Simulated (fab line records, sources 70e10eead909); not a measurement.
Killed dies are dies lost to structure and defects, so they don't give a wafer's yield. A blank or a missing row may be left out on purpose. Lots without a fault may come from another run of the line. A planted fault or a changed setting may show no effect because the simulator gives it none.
fab line records | flow nand_harc
record lots=14 wafers=40 last_day=25
route steps=1159 shown P_BONDPAD@374 A_START@389 A_ONON_D1@424 END@1159
lots that met no fault: from a run of the same line without faults
start_h: hours from the record's first day to the start of the lot's first wafer shown | wait_h: hours since the lot's step before | " the same as in the row above | L1.1+2: a row that stands for several wafers | - no value, or no start given | * or withheld: withheld | < > ~ a bound
route shown NAME@n: a module of which the file shows steps, and the number in the route of the first | usual: mean/standard deviation of fault-free wafers | same: alike in all rows | chamber/n: place in a boat | sites: the reading at each site | _std_site: their standard deviation | _edge_site: outer sites' mean less inner sites' | radius_mm: how far each site lies from the wafer's centre | mask NAME#n: copy n | behind: the tool/chamber that last shaped the wafer | hold: why the lot was held/for how many hours/how that ended | device: the transistor (n, p or np) that didn't switch | end of line: the same wafers' tests at the end of the route | a step without rows: its recipe alone | killed: dies lost to structure and defects at the first sort, not the wafer's yield | map: a wafer's dies, x killed, . not, _ none there
set.NAME: the setting as run; set.NAME@STEP: as run at that earlier step | model.NAME: the simulator's own value behind a step, which no gauge read
steps of the route over a sample of lots; a table a step, a row a wafer
services: from which hour (start_h, from the record's first day; less than 0 if before it) a tool's chamber was out of use, for how many hours, and why
## steps
# step NHARC_P_BONDPAD_DEGAS_25
# recipe temp_c=300 time_s=60
# usual heater_power_w=460/35
# columns lot.wafer tool chamber start_h wait_h heater_power_w
L425.1 pvd_sputter-01 - 121.78 - 460
L425.3 " - " " 457
L425.6 " - " " 466
L426.2 pvd_sputter-01 - 140.65 - 451
L426.3 " - " " 403
L426.5 " - " " 401
L427.4 pvd_sputter-01 - 144.63 - 398
L427.2 " - " " 410
L427.6 " - " " 463
L430.3 pvd_sputter-02 - 154.71 - 479
L430.2 " - " " 430
L430.4 " - " " 462
L429.2 pvd_sputter-01 - 155.05 - 417
L429.4 " - " " 459
L429.5 " - " " 463
L431.3 pvd_sputter-02 - 167.92 - 468
L431.2 " - " " 428
L431.5 " - " " 468
L432.1 pvd_sputter-03 - 170.10 - 531
L432.3 " - " " 456
L432.5 " - " " 514
L433.3 pvd_sputter-03 - 180.56 - 531
L433.1 " - " " 444
L433.5 " - " " 448
L435.3 pvd_sputter-02 - 194.98 - 425
L435.4 " - " " 486
L435.6 " - " " 459
L434.1 pvd_sputter-02 - 195.70 - 440
L434.3 " - " " 468
L434.6 " - " " 479
L438.2 pvd_sputter-01 - 216.76 - 444
L438.3 " - " " 425
L438.5 " - " " 442
L439.2 pvd_sputter-03 - 220.12 - 530
L439.5 " - " " 445
L443.3 pvd_sputter-01 - 236.60 - 443
L443.4 " - " " 431
L447.2 pvd_sputter-03 - 260.28 - 543
L447.5 " - " " 543
L447.6 " - " " 441
# step NHARC_A_START_INSPECT_01
# usual raw_defect_count=3.6/1.8
# columns lot.wafer tool chamber start_h wait_h raw_defect_count
L425.1 defect_inspect-02 - 123.84 - 4
L425.3 " - " " 5
L425.6 " - " " 2
L426.2 defect_inspect-01 - 142.74 - 3
L426.3 " - " " 1
L426.5 " - " " 2
L427.2 defect_inspect-02 - 146.73 - 4
L427.4 " - " " 2
L427.6 " - " " 5
L430.2 defect_inspect-01 - 156.81 - 1
L430.3 " - " " 2
L430.4 " - " " 5
L429.2 defect_inspect-02 - 157.14 - 5
L429.4 " - " " 4
L429.5 " - " " 7
L431.2 defect_inspect-01 - 170.03 - 3
L431.3 " - " " 3
L431.5 " - " " 5
L432.1 defect_inspect-01 - 172.22 - 3
L432.3 " - " " 5
L432.5 " - " " 5
L433.1 defect_inspect-02 - 183.32 - 6
L433.3 " - " " 4
L433.5 " - " " 0
L435.3 defect_inspect-02 - 197.05 - 4
L435.4 " - " " 3
L435.6 " - " " 3
L434.1 defect_inspect-02 - 197.78 - 3
L434.3 " - " " 7
L434.6 " - " " 1
L438.2 defect_inspect-02 - 218.87 - 4
L438.3 " - " " 3
L438.5 " - " " 2
L439.2 defect_inspect-02 - 222.25 - 3
L439.5 " - " " 2
L443.3 defect_inspect-02 - 238.92 - 5
L443.4 " - " " 3
L447.2 defect_inspect-02 - 262.56 - 3
L447.5 " - " " 3
L447.6 " - " " 3
# step NHARC_A_ONON_D1_DEP_00
# recipe target_thk_a=10000 n2_flow_sccm=2750 n2o_flow_sccm=2000 nh3_flow_sccm=500 sih4_flow_sccm=210 temp_c=400
# usual nh3_flow_sccm=499.9/1.4
# columns lot.wafer tool chamber start_h wait_h nh3_flow_sccm
L425.1 pecvd_onon-03 0 143.73 0.1 500.1
L425.3 " 0 " " 497.4
L425.6 " 0 " " 500.1
L426.2 pecvd_onon-01 0 165.60 0.1 501.1
L426.3 " 0 " " 500.2
L426.5 " 0 " " 499.1
L427.2 pecvd_onon-04 0 169.50 0.1 500.8
L427.4 " 0 " " 500.2
L427.6 " 0 " " 499.5
L430.2 pecvd_onon-01 0 182.50 0.1 497.3
L430.3 " 0 " " 500.3
L430.4 " 0 " " 498.6
L429.2 pecvd_onon-03 0 182.50 0.1 500.1
L429.4 " 0 " " 499.7
L429.5 " 0 " " 503.8
L432.1 pecvd_onon-03 0 192.52 0.1 499.5
L432.3 " 0 " " 498.4
L432.5 " 0 " " 500.6
L431.2 pecvd_onon-04 0 192.59 0.1 501.5
L431.3 " 0 " " 502.0
L431.5 " 0 " " 499.3
L433.1 pecvd_onon-04 0 206.44 0.1 498.8
L433.3 " 0 " " 497.8
L433.5 " 0 " " 498.9
L434.1 pecvd_onon-01 0 221.04 0.1 500.9
L434.3 " 0 " " 501.7
L434.6 " 0 " " 499.6
L435.3 pecvd_onon-03 0 221.16 0.2 500.0
L435.4 " 0 " " 501.3
L435.6 " 0 " " 501.7
L438.2 pecvd_onon-01 0 242.13 0.1 500.3
L438.3 " 0 " " 498.7
L438.5 " 0 " " 499.6
L439.2 pecvd_onon-03 0 242.48 0.5 499.3
L439.5 " 0 " " 498.3
L443.3 pecvd_onon-03 0 258.61 0.2 499.1
L443.4 " 0 " " 498.7
L447.2 pecvd_onon-04 0 285.71 0.3 501.2
L447.5 " 0 " " 500.8
L447.6 " 0 " " 501.2
# step NHARC_A_ONON_D1_THK_MEAS_02
# recipe thk_meas_gauge=ellipsometry
# usual thk_nm=999/9.4
# columns lot.wafer tool chamber start_h wait_h thk_nm
L425.1 film_metro-02 - 144.24 - 981
L425.3 " - " " 979
L425.6 " - " " 978
L426.2 film_metro-02 - 166.05 - 1001
L426.3 " - " " 1001
L426.5 " - " " 1000
L427.2 film_metro-01 - 169.95 - 1004
L427.4 " - " " 1003
L427.6 " - " " 1003
L430.2 film_metro-02 - 182.95 - 995
L430.3 " - " " 994
L430.4 " - " " 994
L429.2 film_metro-01 - 182.95 - 983
L429.4 " - " " 984
L429.5 " - " " 984
L432.1 film_metro-01 - 193.02 - 1001
L432.3 " - " " 1001
L432.5 " - " " 1001
L431.2 film_metro-01 - 193.04 - 987
L431.3 " - " " 990
L431.5 " - " " 990
L433.1 film_metro-02 - 206.95 - 995
L433.3 " - " " 995
L433.5 " - " " 995
L435.3 film_metro-01 - 221.55 - 1001
L435.4 " - " " 1002
L435.6 " - " " 1000
L434.1 film_metro-02 - 221.56 - 998
L434.3 " - " " 998
L434.6 " - " " 996
L438.2 film_metro-02 - 242.59 - 999
L438.3 " - " " 999
L438.5 " - " " 994
L439.2 film_metro-01 - 242.94 - 1476
L439.5 " - " " 1007
L443.3 film_metro-02 - 259.01 - 1011
L443.4 " - " " 1479
L447.2 film_metro-01 - 286.16 - 1002
L447.5 " - " " 1002
L447.6 " - " " 1003
# step NHARC_END_SORT_01
# recipe temp_c=25
# usual killed_at_array=30/10 killed_at_other=0.5/0.82 killed_at_periphery=2.9/2 killed_dies=34/11 killed_open=3.2/1.8 killed_short=2.0/1.4
# same gross_dies=677
# columns lot.wafer tool chamber start_h wait_h killed_at_array killed_at_other killed_at_periphery killed_dies killed_open killed_short
L443.3 prober-01 0 552.44 3.1 12 0 5 17 1 2
L443.4 prober-01 0 553.23 3.4 672 0 5 677 4 4
# killed by level:class
L443.3 A_CHANNEL_HOLE_D1:chamber_film_flake=5 P_STI:chamber_film_flake=3 A_SGD_CUT:chamber_film_flake=2 A_CONTACT:chamber_film_flake=2 P_M0:geometric_particle:open=1 A_CHANNEL_FILL_D1:geometric_particle:short=1 A_M0:geometric_particle:short=1 P_ZERO_WELL:chamber_film_flake=1
L443.4 A_ONON_D1:area_dep=651 A_CHANNEL_HOLE_D1:chamber_film_flake=10 P_ZERO_WELL:chamber_film_flake=4 A_CONTACT:chamber_film_flake=4 A_SGD_CUT:geometric_particle:short=2 P_CONTACT:geometric_particle:open=1 A_ONON_D1:geometric_particle:short=1 A_SGD_CUT:geometric_particle:open=1
## services
# columns tool chamber start_h hours kind
pvd_sputter-03 - 102.00 10.0 pm
pecvd_onon-03 - 153.00 13.0 pm
pecvd_onon-04 - 157.34 0.1 repair
pvd_sputter-01 - 158.00 10.0 pm
pecvd_onon-01 - 195.49 13.0 pm
pvd_sputter-01 - 210.12 1.1 repair
pvd_sputter-02 - 214.00 10.0 pm
pecvd_onon-04 - 237.16 13.0 pm
pvd_sputter-03 - 280.00 10.0 pm
## key
first_sign step=NHARC_A_ONON_D1_THK_MEAS_02 reading=thk_nm direction=up sigmas=51 usual=999 struck=1477
effect step=NHARC_END_SORT_01 reading=killed_at_array direction=up sigmas=62 usual=30 struck=672
more_kills_born_at NHARC_A_ONON_D1_DEP_00@pecvd_onon-03=651
met_at NHARC_A_ONON_D1_DEP_00
struck_lots L439,L443
struck_wafers L439.2,L443.4
later_rows_left_out L439.2,L443.4
sort_left_out L439.2
tester_left_out L439,L443
not_acting_at NHARC_P_BONDPAD_DEGAS_25,NHARC_A_START_INSPECT_01
onset_between 221.16 242.48
fault kind=process_parameter_drift tool=pecvd_onon-03 chamber=- onset_h=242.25 steps=NHARC_A_ONON_D1_DEP_00 channel=target_thk_a offset=* shape=step end_h=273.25 scope=struck_wafers_only acts_in=* stated=*
# tester_left_out: of these lots the tester's yield and bins aren't shown, on N5 and GAA mostly nor the transistor test; their killed dies are dies lost to structure and defects alone, not to doping, threshold or leakage, so they don't give the yield
# sort_left_out: the simulated sort isn't trusted on such a fault, so these wafers' sort isn't shown, and their yield isn't known
# later_rows_left_out: the simulator's readings of these wafers behind a module that went badly wrong aren't trusted and aren't shown, but for the sort
